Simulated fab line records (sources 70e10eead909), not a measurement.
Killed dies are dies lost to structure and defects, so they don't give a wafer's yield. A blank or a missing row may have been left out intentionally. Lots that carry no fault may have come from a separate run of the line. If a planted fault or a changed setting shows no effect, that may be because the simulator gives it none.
What tool caused it?    flow nand-harc    12 lots, 36 wafers sampled, at 6 steps of a route of 1159

WHAT THE GAUGES SHOWED, per wafer
NHARC_P_ZERO_WELL_INSPECT_43.
lot   measured     on                 raw-defect-count
L953  day 2 01:29  defect-inspect-01  27 10 17
L955  day 2 13:27  defect-inspect-01  18 19 33
L956  day 2 19:32  defect-inspect-02  7 12 9
L958  day 3 07:19  defect-inspect-01  10 7 3
L960  day 3 19:52  defect-inspect-02  7 10 14
L961  day 4 01:33  defect-inspect-01  14 26 15
L962  day 4 07:25  defect-inspect-01  10 16 15
L963  day 4 13:36  defect-inspect-02  12 15 34
L964  day 4 19:25  defect-inspect-01  14 9 14
L965  day 5 01:34  defect-inspect-02  10 5 8
L967  day 5 14:06  defect-inspect-02  9 10 20
L973  day 7 01:19  defect-inspect-02  12 14 320

NHARC_P_GATE_OVL_MEAS_27.
lot   measured      on          overlay-x-nm (nm)  overlay-y-nm (nm)
L953  day 4 21:52   overlay-02  0.9 1.3 1.4        0.7 1.2 1.2
L955  day 5 11:19   overlay-02  0.0 0.5 0.3        2.5 0.9 1.0
L956  day 5 19:22   overlay-01  1.4 0.5 1.2        0.7 0.6 1.2
L958  day 6 08:16   overlay-01  -0.3 -0.5 -0.6     -1.1 -0.8 -1.4
L960  day 6 15:42   overlay-02  0.9 1.5 1.3        -0.2 -0.5 0.0
L961  day 7 05:31   overlay-02  0.9 0.5 1.0        0.4 0.4 0.5
L962  day 7 06:01   overlay-01  -0.9 -0.6 -0.9     -2.0 -1.5 -2.1
L963  day 7 20:28   overlay-02  -1.1 -0.9 -1.1     -1.3 -1.7 -1.4
L964  day 7 21:08   overlay-02  0.3 0.5 0.0        -1.1 -0.9 -0.8
L965  day 7 20:37   overlay-02  0.9 0.7 1.0        0.4 0.2 -0.2
L967  day 8 13:50   overlay-02  0.8 1.1 0.4        0.7 0.6 1.1
L973  day 10 00:45  overlay-02  1.6 1.5 2.3        -1.3 -1.6 -2.0

NHARC_END_SORT_01.
lot   measured      on         killed-at-array  killed-at-other  killed-at-periphery  killed-dies  killed-open  killed-short
L973  day 24 14:31  prober-01  16 17 29         0 0 0            11 5 52              27 22 81     5 3 2        1 2 3

TOOL THAT RAN EACH LOT (tool first, then ch and the chambers of the sampled wafers, then the start)
lot   NHARC_P_ZERO_WELL_DESCUM_39        NHARC_P_ZERO_WELL_STRIP_41          NHARC_P_GATE_ALD_36
L953  rie-diel-10 ch 0,1,2, day 1 22:12  wet-bench-09 ch 0,3,4, day 1 22:56  ald-sin-04 ch 0,1,2, day 4 23:13
L955  rie-diel-05 ch 0,1,2, day 2 10:09  wet-bench-04 ch 5,6,7, day 2 10:53  ald-sin-02 ch 1,3, day 5 13:47
L956  rie-diel-05 ch 0,2,3, day 2 16:17  wet-bench-04 ch 0,5,7, day 2 16:59  ald-sin-04 ch 0,3, day 5 21:47
L958  rie-diel-12 ch 1,2,3, day 3 04:08  wet-bench-04 ch 0,2,7, day 3 04:52  ald-sin-02 ch 0,1,3, day 6 10:13
L960  rie-diel-10 ch 0,1,2, day 3 16:35  wet-bench-04 ch 2,4,7, day 3 17:16  ald-sin-02 ch 0,2,3, day 6 19:50
L961  rie-diel-12 ch 1,2,3, day 3 22:23  wet-bench-09 ch 1,2,5, day 3 23:07  ald-sin-03 ch 1,2,3, day 7 06:59
L962  rie-diel-10 ch 1,2,3, day 4 04:15  wet-bench-04 ch 0,1,6, day 4 04:59  ald-sin-04 ch 0,1,3, day 7 07:40
L963  rie-diel-10 ch 1,2,3, day 4 10:17  wet-bench-09 ch 0,1,3, day 4 11:01  ald-sin-02 ch 0,1,3, day 7 21:50
L964  rie-diel-12 ch 0,1, day 4 16:13    wet-bench-09 ch 0,2,6, day 4 16:57  ald-sin-04 ch 0,1,3, day 7 23:32
L965  rie-diel-12 ch 0,1,2, day 4 22:20  wet-bench-04 ch 3,4,6, day 4 23:05  ald-sin-03 ch 1,2,3, day 7 21:59
L967  rie-diel-05 ch 0,1,2, day 5 10:24  wet-bench-09 ch 3,4,6, day 5 11:30  ald-sin-03 ch 0,3, day 8 15:43
L973  rie-diel-05 ch 0,2, day 6 22:08    wet-bench-04 ch 1,3,7, day 6 22:51  ald-sin-02 ch 0,3, day 10 03:19
- NHARC_P_ZERO_WELL_DESCUM_39: chemistry O2, time 3 s.
- NHARC_P_ZERO_WELL_STRIP_41: strips in SPM, time 840 s.
- NHARC_P_GATE_ALD_36: deposits SiNx, target thk 20 nm, pulse time 60 s, ald cycles 223.

AS READ BY THE TOOLS THEMSELVES (means over the sampled wafers that have a number; for cases with no such wafer, the mark the record gives instead)
NHARC_P_ZERO_WELL_DESCUM_39.
lot   tool         drypump-motor-current-A (A)  oes-product-au (a.u.)  rf-vpp-V (V)  showerhead-plenum-p-Torr (Torr)  throttle-valve-pct (%)
L953  rie-diel-10  5.3                          0.992                  57.5          1.96                             11.309
L955  rie-diel-05  5.5                          1.018                  58.1          2.00                             11.320
L956  rie-diel-05  5.8                          1.020                  58.4          2.03                             11.320
L958  rie-diel-12  5.6                          0.999                  57.7          1.88                             11.307
L960  rie-diel-10  5.3                          0.987                  58.0          1.96                             11.311
L961  rie-diel-12  5.6                          0.992                  57.8          1.88                             11.317
L962  rie-diel-10  5.2                          0.992                  57.9          1.94                             11.316
L963  rie-diel-10  5.2                          0.989                  57.9          1.94                             11.312
L964  rie-diel-12  5.5                          1.023                  59.4          2.00                             11.308
L965  rie-diel-12  5.5                          1.016                  58.4          1.94                             11.315
L967  rie-diel-05  5.5                          1.012                  58.2          2.00                             11.310
L973  rie-diel-05  5.5                          0.991                  57.8          2.02                             11.309

NHARC_P_GATE_ALD_36.
lot   tool        heater-power-w (W)  precursor-pulse-height-rel
L953  ald-sin-04  847                 0.989
L955  ald-sin-02  931                 0.975
L956  ald-sin-04  841                 1.005
L958  ald-sin-02  884                 1.019
L960  ald-sin-02  830                 0.987
L961  ald-sin-03  911                 0.984
L962  ald-sin-04  841                 1.010
L963  ald-sin-02  884                 1.003
L964  ald-sin-04  826                 1.002
L965  ald-sin-03  904                 1.008
L967  ald-sin-03  928                 1.006
L973  ald-sin-02  916                 1.001

THE ANSWER, worked out from the rows above alone
Rule: the usual values come from the lots themselves. The widest of any qualifying gaps counts: lots, ordered by their means at a reading, are off when they make up no more than a third of the lots, leave a main group of 4 or more, and stand apart from it by 3 or more times the standard deviation of that group's means. A main group whose means are all the same, to the digits that the tables above print for the reading, isn't used. Also off: a lot with no number at a reading for which 4 or more lots have one. Where the step has rows for the other lots, those lots are counted as sound. Order of review: gauges by route order, followed by the tools' own readings, for which a lot's mean as printed above is used. The first step at which some lot is off is used, and at that step the reading that is off furthest; a lot without a number counts as furthest.
Off, at NHARC_P_ZERO_WELL_INSPECT_43 on raw-defect-count: L973. For the main group the mean is 14 and the standard deviation 5.2.
A tool fits if, at a process step before that reading, it ran every lot that is off, and no sound lot after the first of them. Those tools and the gauges at NHARC_P_ZERO_WELL_INSPECT_43 are tried in the same way. Can't be told from this: 3 tools fit, rie-diel-05 at NHARC_P_ZERO_WELL_DESCUM_39, wet-bench-04 at NHARC_P_ZERO_WELL_STRIP_41, defect-inspect-02 at NHARC_P_ZERO_WELL_INSPECT_43.

WHAT THE SIMULATOR HAD PUT IN
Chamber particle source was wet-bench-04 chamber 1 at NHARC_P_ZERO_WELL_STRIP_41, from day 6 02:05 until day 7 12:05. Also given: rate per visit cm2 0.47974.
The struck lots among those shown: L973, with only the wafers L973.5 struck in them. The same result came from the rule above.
